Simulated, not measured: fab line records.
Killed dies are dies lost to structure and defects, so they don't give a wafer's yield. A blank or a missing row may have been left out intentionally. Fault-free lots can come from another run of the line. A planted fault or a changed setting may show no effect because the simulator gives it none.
fab line records	flow n5_finfet
[record] lots = 5	wafers = 15	last_day = 17
route steps=1938 shown BEOL_M4@1099 BEOL_M5@1112 BEOL_M10@1507 PASSIVATION@1936
lots that met no fault: from a run of the same line without faults
start_h: hours from the record's first day to the start of the lot's first wafer shown	wait_h: how many hours have passed since the lot's step before this one	" repeats the value in the row above	L1.1+2: a row that stands for several wafers	- no value present, or no start provided	* or withheld: withheld	< > ~ a bound
route shown NAME@n: a module of which the file shows steps, and the number in the route of the first	usual: average and standard deviation across the fault-free wafers	same: alike in all rows	chamber/n: place in a boat	sites: the reading at each site	_std_site: standard deviation of those values	_edge_site: outer sites' mean less inner sites'	radius_mm: how far each site lies from the wafer's centre	mask NAME#n: copy n	behind: the most recent tool/chamber to have shaped the wafer	hold: why the lot was held/for how many hours/how that ended	device: whichever transistor did not switch (one of n, p or np)	end of line: the same wafers' tests at the end of the route	a step with no rows: only its recipe	killed: not the wafer's yield, but the dies lost to structure and defects at the first sort	map: shows each die of a wafer: x if killed, . if not, _ if none is there
set.NAME: the setting that was run; set.NAME@STEP: the one run at that earlier step	model.NAME: the simulator's own value behind a step, which no gauge read
lots at some steps of the route; a table a step, a row a wafer
services: from which hour (start_h, from the record's first day; less than 0 if before it) a tool's chamber was out of use, for how many hours, and why
[[steps]]
[step N5_BEOL_M4_ANNEAL_95]
[recipe] temp_c = 400	time_s = 240	ambient = vacuum
[step N5_BEOL_M4_SPUTTER_96]
[recipe] material = Cu	target_thk_a = 45	temp_c = -20	chamber_pressure_pa = 0.07	power_w = withheld	time_s = 8.29
[step N5_BEOL_M4_ECD_50]
[recipe] material = Cu	target_thk_a = 3000
[step N5_BEOL_M4_ANNEAL_51]
[recipe] temp_c = 225	time_s = 90	ambient = N2
[step N5_BEOL_M4_CMP_52]
[recipe] stop_on = SiOC	t_overpolish_s = 6.8	down_force_psi = 1	platen_rpm = 50	clearing_platen_down_force_psi = 1.5	clearing_platen_rpm = 50	post_cmp_clean = cu_alkaline	target_thk_nm = 40	clearing_platen_pad_velocity_m_s = 0.99484	pad_velocity_m_s = 0.99484
[step N5_BEOL_M4_PRE_CLEAN_60]
[recipe] gas = NH3/H2	time_s = 15	temp_c = *	rf_power_w = 300
[step N5_BEOL_M4_CO_CAP_55]
[recipe] material = Co	target_thk_a = 20	temp_c = 200	precursor = CCTBA/H2	pressure_torr = 30	time_s = 102.1
[step N5_BEOL_M4_PRE_CLEAN_56]
[recipe] gas = NH3	time_s = 15	temp_c = withheld	rf_power_w = 300
[step N5_BEOL_M4_DEP_57]
[recipe] material = SiCN	target_thk_a = 80	temp_c = withheld	precursor = 3MS/NH3	pressure_torr = 3	rf_w = 202	time_s = 14
[step N5_BEOL_M4_RC_MEAS_101]
[usual] DIBL_N = 36.5/1.7	DIBL_P = 36.3/2.1	IOFF_N = 0.16/0.036	IOFF_P = 0.21/0.037	ION_N = 676/12	ION_P = 462/7.6	SS_N = 71.5/0.68	SS_P = 73.3/0.63	VT_N = 249/3.5	VT_P = -250/3.5
lot.wafer	tool	chamber	start_h	wait_h	DIBL_N[mV/V]	DIBL_P[mV/V]	IOFF_N[nA/um]	IOFF_P[nA/um]	ION_N[uA/um]	ION_P[uA/um]	SS_N[mV/dec]	SS_P[mV/dec]	VT_N[mV]	VT_P[mV]
L337.4	prober-01	0	247.36	0.5	36.9	34.8	0.14	0.15	667	449	71.6	73.0	248	-258
L337.5	"	0	"	"	37.1	34.9	0.15	0.16	679	454	71.8	73.7	250	-257
L337.6	"	0	"	"	37.9	37.0	0.17	0.18	687	465	71.7	73.3	250	-257
L338.1	prober-01	0	251.03	0.0	35.1	36.1	0.13	0.18	668	453	71.6	72.9	251	-251
L338.2	"	0	"	"	39.8	40.8	0.22	0.24	691	465	72.5	74.3	246	-251
L338.4	"	0	"	"	36.1	37.5	0.16	0.19	678	464	71.4	73.5	250	-252
L340.2	prober-02	0	251.75	0.2	40.0	41.2	0.30	0.30	700	468	72.7	74.5	239	-247
L340.3	"	0	"	"	35.3	35.6	0.16	0.19	685	459	72.0	72.3	248	-253
L340.6	"	0	"	"	35.2	36.5	0.16	0.20	683	465	72.4	72.7	248	-253
L346.3	prober-02	0	289.36	0.3	37.2	38.4	0.17	0.23	685	472	71.2	73.4	249	-250
L346.5	"	0	"	"	39.6	40.0	0.21	0.26	688	466	71.6	74.5	246	-250
L346.6	"	0	"	"	35.2	35.2	0.12	0.18	668	465	71.9	73.1	255	-251
L347.2	prober-01	0	293.56	0.2	38.9	37.2	0.18	0.22	684	462	72.2	73.6	248	-248
L347.4	"	0	"	"	38.2	37.5	0.17	0.22	685	462	71.6	73.3	247	-250
L347.5	"	0	"	"	38.9	38.1	0.18	0.22	685	469	72.0	73.5	248	-248
[step N5_BEOL_M5_ILD_DEP_00]
[recipe] material = SiCOH_lowk	target_thk_a = 1406.4	temp_c = 300	precursor = DEMS/porogen	pressure_torr = 5	rf_w = 500	time_s = 25.9
[step N5_BEOL_M5_CURE_79]
[recipe] temp_c = 385	time_s = 240	ambient = He/Ar	material = SiCOH_lowk
[step N5_BEOL_M5_PECVD_70]
[recipe] material = SiO2	target_thk_a = 160	temp_c = 400	precursor = TEOS/O2	pressure_torr = 5.5	rf_w = 450	teos_flow_sccm = 53.8	gas = O2	flow_sccm = 3000	time_s = 18
[step N5_BEOL_M5_HM_DEP_02]
[recipe] material = TiN	target_thk_a = 200	temp_c = 25	chamber_pressure_pa = 0.49996
[step N5_BEOL_M5_COAT_59]
[recipe] resist = SOC	temp_c = 250	time_s = 60	spin_rpm = 1500	resist_thk_nm = 60
[step N5_BEOL_M5_COAT_60]
[recipe] resist = SiARC	temp_c = 220	time_s = 60	spin_rpm = 1500	resist_thk_nm = 12
[step N5_BEOL_M5_COAT_71]
[recipe] resist = underlayer	temp_c = 205	time_s = 60	spin_rpm = 1500	resist_thk_nm = 5
[step N5_BEOL_M5_COAT_05]
[recipe] resist = CAR-EUV	spin_rpm = 1500	resist_thk_nm = 30
[step N5_BEOL_M5_EBR_07]
[recipe] solvent = PGMEA	ebr_width_mm = 1.5
[step N5_BEOL_M5_SOFTBAKE_06]
[recipe] temp_c = 110	time_s = 60	resist = CAR-EUV
[step N5_BEOL_M5_EXPOSE_08]
[recipe] mask_id = M5	na = 0.33	source_shape = annular	sigma_inner = 0.4	sigma_outer = 0.8	polarization = unpolarized	target_cd_nm = 28	dose_mj = 35.75
[step N5_BEOL_M5_PEB_09]
[recipe] peb_temp_c = 100	peb_time_s = 60	resist = CAR-EUV
[step N5_BEOL_M5_DEVELOP_10]
[recipe] develop_time_s = 30	developer = TMAH	resist = CAR-EUV	rinse_liquid = surfactant_rinse	dry = air_spin	dev_temp_c = 23
[step N5_BEOL_M5_DESCUM_16]
[recipe] chemistry = O2	time_s = 7	source_power_w = 50	bias_power_w = 20	pressure_mtorr = 20	rf_frequency_hz = 2.712e+07	temp_c = 40	resist = CAR-EUV	o2_flow_sccm = 225
[step N5_BEOL_M5_ETCH_72]
[recipe] chemistry = N2/H2	target = underlayer	target_depth_a = 65	mask_material = CAR-EUV	time_s = 5.2	ion_energy_ev = 200	pressure_mtorr = 30	source_w = 840	bias_w = 150	n2_flow_sccm = 200	h2_flow_sccm = 200	ends = cleared
[step N5_BEOL_M5_ETCH_61]
[recipe] chemistry = CF4	target = SiARC	target_depth_a = 156	mask_material = CAR-EUV	time_s = 26	ion_energy_ev = 80	pressure_mtorr = 40	source_w = 545	bias_w = 36	Ar_flow_sccm = 100	cf4_flow_sccm = 100	ends = cleared
[step N5_BEOL_M5_ETCH_62]
[recipe] chemistry = N2/H2	target = SOC	target_depth_a = 750	overetch_a = 150	mask_material = SiARC	temp_c = 40	time_s = 112.5	ion_energy_ev = 200	pressure_mtorr = 30	source_w = 840	bias_w = 150	n2_flow_sccm = 200	h2_flow_sccm = 200
[step N5_BEOL_M5_STRIP_63]
[recipe] chemistry = N2/H2	temp_c = 40	n2_flow_sccm = 200	h2_flow_sccm = 200	rf_frequency_hz = 6e+07
[step N5_BEOL_M5_STRIP_73]
[recipe] chemistry = N2/H2	temp_c = 40	n2_flow_sccm = 200	h2_flow_sccm = 200	rf_frequency_hz = 6e+07
[step N5_BEOL_M5_STRIP_64]
[recipe] chemistry = CF4	resist = SiARC	power_w = 300	bias_power_w = 75	pressure_mtorr = 50	cf4_flow_sccm = 150	rf_frequency_hz = 6e+07
[step N5_BEOL_M5_HM_OPEN_17]
[recipe] chemistry = Cl2/BCl3	target_depth_a = 200	overetch_a = 60	target = TiN	mask_material = SOC	ion_energy_ev = 150	pressure_mtorr = 10	icp_w = 1000	bias_w = 126	Cl2_flow_sccm = 53.25	bcl3_flow_sccm = 21.75	Ar_flow_sccm = 25
[step N5_BEOL_M5_STRIP_19]
[recipe] chemistry = O2	power_w = 400	temp_c = 40	pressure_mtorr = 30	rf_frequency_hz = 6e+07	bias_power_w = 0	overash_fraction = 0.2	o2_flow_sccm = 225
[step N5_BEOL_M5_COAT_65]
[recipe] resist = SOC	temp_c = 250	time_s = 60	spin_rpm = 1500	resist_thk_nm = 60
[step N5_BEOL_M5_COAT_66]
[recipe] resist = SiARC	temp_c = 220	time_s = 60	spin_rpm = 1500	resist_thk_nm = 12
[step N5_BEOL_M10_ETCH_66]
[recipe] chemistry = N2/H2	target = SOC	target_depth_a = 1200	overetch_a = 240	mask_material = SiARC	temp_c = 40	time_s = 180	ion_energy_ev = 200	pressure_mtorr = 30	source_w = 840	bias_w = 150	n2_flow_sccm = 200	h2_flow_sccm = 200
[usual] bias_w = 149.9/0.41	chamber_pressure_mTorr = 29.998/0.029	drypump_motor_current_A = 5.7/0.35	oes_product_au = 0.63/0.078	rf_vpp_V = 524.1/2.8	showerhead_plenum_p_Torr = 2.56/0.1	throttle_valve_pct = 17.87/0.26
lot.wafer	tool	chamber	start_h	wait_h	bias_w	chamber_pressure_mTorr	drypump_motor_current_A	oes_product_au	rf_hours_counter_h	rf_vpp_V	showerhead_plenum_p_Torr	throttle_valve_pct	model.CAR-ArF_of_BEOL_M10_COAT_22.thk_nm	model.SiARC_of_BEOL_M10_COAT_64.thk_nm
L338.1	rie_diel-06	2	303.87	0.0	-	-	-	-	-	-	-	-	56	29.8
L338.2	"	0	"	"	-	-	-	-	-	-	-	-	55.8	30
L338.4	"	2	"	"	-	-	-	-	-	-	-	-	56	30
L337.4	rie_diel-03	3	304.91	0.0	-	-	-	-	-	-	-	-	55.2	30
L337.5	"	3	"	"	-	-	-	-	-	-	-	-	55.6	30
L337.6	"	0	"	"	-	-	-	-	-	-	-	-	55.6	30
L340.2	rie_diel-06	2	304.99	0.0	-	-	-	-	-	-	-	-	55.6	30
L340.3	"	0	"	"	-	-	-	-	-	-	-	-	55.6	30
L340.6	"	0	"	"	-	-	-	-	-	-	-	-	55.4	30
L346.3	rie_diel-06	2	340.63	0.0	149.8	30.005	6.3	0.69	51	526.9	2.70	17.63	0	22.6
L346.5	"	2	"	"	149.9	30.037	6.3	0.69	-	526.9	2.70	17.65	0	22.6
L346.6	"	1	"	"	150.0	29.941	5.5	0.76	-	523.4	2.50	17.80	0	22.2
L347.2	rie_diel-06	2	344.46	0.0	149.7	29.965	6.3	0.68	52	528.4	2.70	17.64	0	22.6
L347.4	"	0	"	"	150.7	29.956	5.8	0.56	241	526.2	2.62	18.10	0	22.8
L347.5	"	2	"	"	149.8	29.986	6.3	0.69	-	528.3	2.70	17.64	0	22.8
[step N5_BEOL_M10_VIA_ETCH_34]
[recipe] chemistry = C4F6/O2	target = SiCOH_lowk	target_depth_a = 1845	mask_material = SOC	taper_deg = 4	time_s = 69.2	ion_energy_ev = 250	pressure_mtorr = 30	source_w = 345	bias_w = 185	Ar_flow_sccm = 300	C4F6_flow_sccm = 10	O2_flow_sccm = 10
[usual] C4F6_flow_sccm = 10.001/0.029	O2_flow_sccm = 10.003/0.029	bias_w = 185.0/0.5	drypump_motor_current_A = 5.7/0.35	oes_product_au = 0.78/0.1	rf_vpp_V = 662/12	showerhead_plenum_p_Torr = 2.85/0.11	throttle_valve_pct = 20.88/0.24
lot.wafer	tool	chamber	start_h	wait_h	C4F6_flow_sccm	O2_flow_sccm	bias_w	drypump_motor_current_A	oes_product_au	rf_hours_counter_h	rf_vpp_V	showerhead_plenum_p_Torr	throttle_valve_pct
L338.1	rie_diel-06	2	303.99	0.0	9.962	10.001	185.2	6.3	0.33	35	662	3.03	20.65
L338.2	"	0	"	"	9.998	10.035	183.8	5.8	0.26	223	658	2.93	20.94
L338.4	"	2	"	"	9.948	9.959	184.9	6.2	0.33	-	662	3.03	20.66
L337.4	rie_diel-03	3	305.03	0.0	9.982	9.970	184.3	5.9	0.30	97	672	2.96	20.59
L337.5	"	3	"	"	10.008	9.944	184.6	5.9	0.30	-	672	2.96	20.58
L337.6	"	0	"	"	10.044	10.001	184.7	5.6	0.27	-	657	2.71	20.84
L340.2	rie_diel-06	2	305.11	0.0	9.987	10.030	184.7	6.3	0.33	36	663	3.03	20.64
L340.3	"	0	"	"	9.951	10.002	184.5	5.8	0.26	223	657	2.93	20.95
L340.6	"	0	"	"	9.962	9.975	185.2	5.8	0.26	-	658	2.93	20.94
L346.3	rie_diel-06	2	340.75	0.0	10.017	10.006	184.9	6.3	0.85	51	662	3.02	20.84
L346.5	"	2	"	"	9.981	9.967	185.3	6.3	0.85	-	663	3.02	20.84
L346.6	"	1	"	"	9.992	9.991	185.9	5.4	0.96	-	691	2.81	20.92
L347.2	rie_diel-06	2	344.58	0.0	9.996	10.042	184.8	6.3	0.85	52	663	3.02	20.83
L347.4	"	0	"	"	10.036	10.029	183.9	5.8	0.68	241	657	2.92	21.10
L347.5	"	2	"	"	9.962	10.054	184.8	6.3	0.85	-	662	3.02	20.83
[step N5_PASSIVATION_PROBE_49]
[usual] defect_limited_yield = 91.4/1.5	killed_at_M0_to_M3 = 34/12	killed_at_M4_up = 12/4.9	killed_at_contacts = 13/7.2	killed_at_front_end = 39/12	killed_at_other = 3.7/2.9	killed_dies = 101/18	killed_on_rim = 13/4	killed_open = 67/14	killed_short = 33/7.2	sort_bin_5_function = 5.1/0.97	sort_bin_6_memory = 3.2/0.67	sort_n_pass = 1079/17	sort_yield_pct = 91.4/1.5
[same] gross_dies = 1180	killed_at_back_side = 0	sort_bin_4_leakage[%] = 0	sort_bin_8_speed[%] = 0
lot.wafer	tool	chamber	start_h	wait_h	defect_limited_yield[%]	killed_at_M0_to_M3	killed_at_M4_up	killed_at_contacts	killed_at_front_end	killed_at_other	killed_dies	killed_on_rim	killed_open	killed_short	sort_bin_5_function[%]	sort_bin_6_memory[%]	sort_n_pass	sort_yield_pct[%]
L337.4	prober-02	-	356.76	0.2	0	31	1094	17	34	4	1180	152	63	33	95.9	3.6	0	0
L337.5	prober-02	-	356.81	0.2	0	15	1122	18	24	1	1180	152	55	18	97.5	2.2	0	0
L337.6	prober-02	-	356.86	0.3	0	33	1105	16	24	2	1180	152	62	26	97.2	2.5	0	0
L338.1	prober-01	-	356.86	0.0	0	19	1084	14	51	12	1180	152	60	42	96.0	3.3	0	0
L338.2	prober-01	-	356.91	0.1	0	45	1095	12	26	2	1180	152	67	30	97.2	2.5	0	0
L338.4	prober-01	-	357.01	0.2	0	30	1101	11	35	3	1180	152	58	27	97.0	2.8	0	0
L340.2	prober-02	-	362.37	0.1	0	23	1121	0	36	0	1180	152	42	27	97.7	1.9	0	0
L340.3	prober-02	-	362.42	0.1	0	16	1124	9	29	2	1180	152	39	19	98.0	1.7	0	0
L340.6	prober-02	-	362.57	0.3	0	40	1094	10	32	4	1180	152	69	28	96.4	3.4	0	0
// killed by level:class
L337.4 BEOL_M10:area_etch=1082 MOL_CONTACT_COAG:geometric_particle:open=17 FIN_SAQP:geometric_particle:open=8 BEOL_M0_SAQP:geometric_particle:open=8 BEOL_M0_SAQP:geometric_particle:short=6 BEOL_M1:geometric_particle:open=6 FIN_SAQP:geometric_particle:short=5 BEOL_M4:geometric_particle:open=4
L337.5 BEOL_M10:area_etch=1106 MOL_CONTACT_COAG:geometric_particle:open=13 STI_FIN_REVEAL:geometric_particle:open=11 MOL_CONTACT_COAG:geometric_particle:short=5 BEOL_M4:geometric_particle:open=5 BEOL_M5:geometric_particle:open=5 BEOL_M0_SAQP:geometric_particle:open=4 FIN_SAQP:geometric_particle:open=3
L338.1 BEOL_M10:area_etch=1077 FIN_SAQP:geometric_particle:open=18 GATE_CUT:geometric_particle:short=10 MOL_CONTACT_COAG:geometric_particle:open=10 FIN_SAQP:geometric_particle:short=7 GATE_CUT:geometric_particle:open=6 BEOL_M0_SAQP:geometric_particle:short=5 MIM_TOP:geometric_particle:open=5
L337.6 BEOL_M10:area_etch=1091 MOL_CONTACT_COAG:geometric_particle:open=14 BEOL_M1:geometric_particle:open=6 BEOL_M0_SAQP:geometric_particle:short=5 BEOL_M3:geometric_particle:open=5 FIN_SAQP:geometric_particle:open=4 STI_FIN_REVEAL:geometric_particle:open=4 DUMMY_GATE:geometric_particle:open=4
L338.2 BEOL_M10:area_etch=1082 BEOL_M0_SAQP:geometric_particle:short=16 MOL_CONTACT_COAG:geometric_particle:open=12 BEOL_M0_SAQP:geometric_particle:open=10 BEOL_M3:geometric_particle:open=5 GATE_CUT:geometric_particle:open=5 BEOL_M5:geometric_particle:open=5 STI_FIN_REVEAL:geometric_particle:open=4
L338.4 BEOL_M10:area_etch=1094 FIN_SAQP:geometric_particle:open=16 FIN_SAQP:geometric_particle:short=7 MOL_CONTACT_COAG:geometric_particle:open=7 BEOL_M0_SAQP:geometric_particle:short=7 BEOL_M1:geometric_particle:open=6 BEOL_M0_SAQP:geometric_particle:open=6 BEOL_M3:geometric_particle:open=6
L340.2 BEOL_M10:area_etch=1111 FIN_SAQP:geometric_particle:open=7 BEOL_M0_SAQP:geometric_particle:short=7 FIN_SAQP:geometric_particle:short=6 BEOL_M3:geometric_particle:open=6 STARTING-WAFER:geometric_particle:short=5 GATE_CUT:geometric_particle:short=4 BEOL_M5:geometric_particle:open=4
L340.3 BEOL_M10:area_etch=1119 FIN_SAQP:geometric_particle:open=7 MOL_CONTACT_COAG:geometric_particle:open=7 STI_FIN_REVEAL:geometric_particle:open=6 BEOL_M0_SAQP:geometric_particle:short=4 GATE_CUT:geometric_particle:short=3 BEOL_M1:geometric_particle:open=3 BEOL_M3:geometric_particle:open=3
L340.6 BEOL_M10:area_etch=1082 BEOL_M0_SAQP:geometric_particle:open=17 BEOL_M0_SAQP:geometric_particle:short=8 BEOL_M1:geometric_particle:open=7 MOL_CONTACT_COAG:geometric_particle:open=6 STI_FIN_REVEAL:geometric_particle:open=6 FIN_SAQP:geometric_particle:open=4 GATE_CUT:geometric_particle:open=4
// map L337.4 (x killed, . not)
_________________xxxxxxxxxxxx________________
______________xxxxxxxxxxxxxxxxxx_____________
___________xxxxxxxxxxxxxxxxxxxxxxxx__________
__________xxxxxxxxxxxxxxxxxxxxxxxxxx_________
________xxxxxxxxxxxxxxxxxxxxxxxxxxxxxx_______
_______xxxxxxxxxxxxxxxxxxxxxxxxxxxxxxxx______
______xxxxxxxxxxxxxxxxxxxxxxxxxxxxxxxxxx_____
_____xxxxxxxxxxxxxxxxxxxxxxxxxxxxxxxxxxxx____
____xxxxxxxxxxxxxxxxxxxxxxxxxxxxxxxxxxxxxx___
___xxxxxxxxxxxxxxxxxxxxxxxxxxxxxxxxxxxxxxxx__
___xxxxxxxxxxxxxxxxxxxxxxxxxxxxxxxxxxxxxxxx__
__xxxxxxxxxxxxxxxxxxxxxxxxxxxxxxxxxxxxxxxxxx_
__xxxxxxxxxxxxxxxxxxxxxxxxxxxxxxxxxxxxxxxxxx_
_xxxxxxxxxxxxxxxxxxxxxxxxxxxxxxxxxxxxxxxxxxxx
_xxxxxxxxxxxxxxxxxxxxxxxxxxxxxxxxxxxxxxxxxxxx
_xxxxxxxxxxxxxxxxxxxxxxxxxxxxxxxxxxxxxxxxxxxx
_xxxxxxxxxxxxxxxxxxxxxxxxxxxxxxxxxxxxxxxxxxxx
_xxxxxxxxxxxxxxxxxxxxxxxxxxxxxxxxxxxxxxxxxxxx
_xxxxxxxxxxxxxxxxxxxxxxxxxxxxxxxxxxxxxxxxxxxx
_xxxxxxxxxxxxxxxxxxxxxxxxxxxxxxxxxxxxxxxxxxxx
_xxxxxxxxxxxxxxxxxxxxxxxxxxxxxxxxxxxxxxxxxxxx
__xxxxxxxxxxxxxxxxxxxxxxxxxxxxxxxxxxxxxxxxxx_
__xxxxxxxxxxxxxxxxxxxxxxxxxxxxxxxxxxxxxxxxxx_
___xxxxxxxxxxxxxxxxxxxxxxxxxxxxxxxxxxxxxxxx__
___xxxxxxxxxxxxxxxxxxxxxxxxxxxxxxxxxxxxxxxx__
____xxxxxxxxxxxxxxxxxxxxxxxxxxxxxxxxxxxxxx___
_____xxxxxxxxxxxxxxxxxxxxxxxxxxxxxxxxxxxx____
______xxxxxxxxxxxxxxxxxxxxxxxxxxxxxxxxxx_____
_______xxxxxxxxxxxxxxxxxxxxxxxxxxxxxxxx______
________xxxxxxxxxxxxxxxxxxxxxxxxxxxxxx_______
__________xxxxxxxxxxxxxxxxxxxxxxxxxx_________
___________xxxxxxxxxxxxxxxxxxxxxxxx__________
______________xxxxxxxxxxxxxxxxxx_____________
_________________xxxxxxxxxxxx________________
// map L338.1 (x killed, . not)
_________________xxxxxxxxxxxx________________
______________xxxxxxxxxxxxxxxxxx_____________
___________xxxxxxxxxxxxxxxxxxxxxxxx__________
__________xxxxxxxxxxxxxxxxxxxxxxxxxx_________
________xxxxxxxxxxxxxxxxxxxxxxxxxxxxxx_______
_______xxxxxxxxxxxxxxxxxxxxxxxxxxxxxxxx______
______xxxxxxxxxxxxxxxxxxxxxxxxxxxxxxxxxx_____
_____xxxxxxxxxxxxxxxxxxxxxxxxxxxxxxxxxxxx____
____xxxxxxxxxxxxxxxxxxxxxxxxxxxxxxxxxxxxxx___
___xxxxxxxxxxxxxxxxxxxxxxxxxxxxxxxxxxxxxxxx__
___xxxxxxxxxxxxxxxxxxxxxxxxxxxxxxxxxxxxxxxx__
__xxxxxxxxxxxxxxxxxxxxxxxxxxxxxxxxxxxxxxxxxx_
__xxxxxxxxxxxxxxxxxxxxxxxxxxxxxxxxxxxxxxxxxx_
_xxxxxxxxxxxxxxxxxxxxxxxxxxxxxxxxxxxxxxxxxxxx
_xxxxxxxxxxxxxxxxxxxxxxxxxxxxxxxxxxxxxxxxxxxx
_xxxxxxxxxxxxxxxxxxxxxxxxxxxxxxxxxxxxxxxxxxxx
_xxxxxxxxxxxxxxxxxxxxxxxxxxxxxxxxxxxxxxxxxxxx
_xxxxxxxxxxxxxxxxxxxxxxxxxxxxxxxxxxxxxxxxxxxx
_xxxxxxxxxxxxxxxxxxxxxxxxxxxxxxxxxxxxxxxxxxxx
_xxxxxxxxxxxxxxxxxxxxxxxxxxxxxxxxxxxxxxxxxxxx
_xxxxxxxxxxxxxxxxxxxxxxxxxxxxxxxxxxxxxxxxxxxx
__xxxxxxxxxxxxxxxxxxxxxxxxxxxxxxxxxxxxxxxxxx_
__xxxxxxxxxxxxxxxxxxxxxxxxxxxxxxxxxxxxxxxxxx_
___xxxxxxxxxxxxxxxxxxxxxxxxxxxxxxxxxxxxxxxx__
___xxxxxxxxxxxxxxxxxxxxxxxxxxxxxxxxxxxxxxxx__
____xxxxxxxxxxxxxxxxxxxxxxxxxxxxxxxxxxxxxx___
_____xxxxxxxxxxxxxxxxxxxxxxxxxxxxxxxxxxxx____
______xxxxxxxxxxxxxxxxxxxxxxxxxxxxxxxxxx_____
_______xxxxxxxxxxxxxxxxxxxxxxxxxxxxxxxx______
________xxxxxxxxxxxxxxxxxxxxxxxxxxxxxx_______
__________xxxxxxxxxxxxxxxxxxxxxxxxxx_________
___________xxxxxxxxxxxxxxxxxxxxxxxx__________
______________xxxxxxxxxxxxxxxxxx_____________
_________________xxxxxxxxxxxx________________
[[services]]
tool	chamber	start_h	hours	kind
rie_diel-06	1	303.13	-	clean
rie_diel-06	1	303.13	-	consumable_replace:focus_ring
rie_diel-06	1	303.13	17.1	scheduled_down
rie_diel-06	1	303.13	17.1	vent_cycle
rie_diel-03	1	337.73	-	clean
rie_diel-03	1	337.73	-	consumable_replace:focus_ring
rie_diel-03	1	337.73	17.7	scheduled_down
rie_diel-03	1	337.73	17.7	vent_cycle
[[key]]
[first_sign] step = N5_BEOL_M10_ETCH_66	reading = tool_record	direction = missing
[effect] step = N5_BEOL_M10_VIA_ETCH_34	reading = oes_product_au	direction = down	sigmas = 4.9	usual = 0.78	struck = 0.29
[effect] step = N5_PASSIVATION_PROBE_49	reading = killed_at_M4_up	direction = up	sigmas = 99+	usual = 12	struck = 1104
[model_effect] step = N5_BEOL_M10_ETCH_66	value = CAR-ArF_of_BEOL_M10_COAT_22.thk_nm	without = 0	struck = 55.64
[more_kills_born_at] N5_BEOL_M10_ETCH_66@rie_diel-06 = 6565	N5_BEOL_M10_ETCH_66@rie_diel-03 = 3279
met_at N5_BEOL_M10_ETCH_66
struck_wafers L337.4,L337.5,L337.6,L338.1,L338.2,L338.4,L340.2,L340.3,L340.6
later_rows_left_out L337.4,L337.5,L337.6,L338.1,L338.2,L338.4,L340.2,L340.3,L340.6
[fault] kind = skipped_step_whole	tool = rie_diel-03,rie_diel-06	chamber = -	onset_h = 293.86	steps = N5_BEOL_M10_ETCH_66	scope = struck_lots_only
// later_rows_left_out: the simulator's readings of these wafers behind a module that went badly wrong aren't trusted and aren't shown, but for the sort
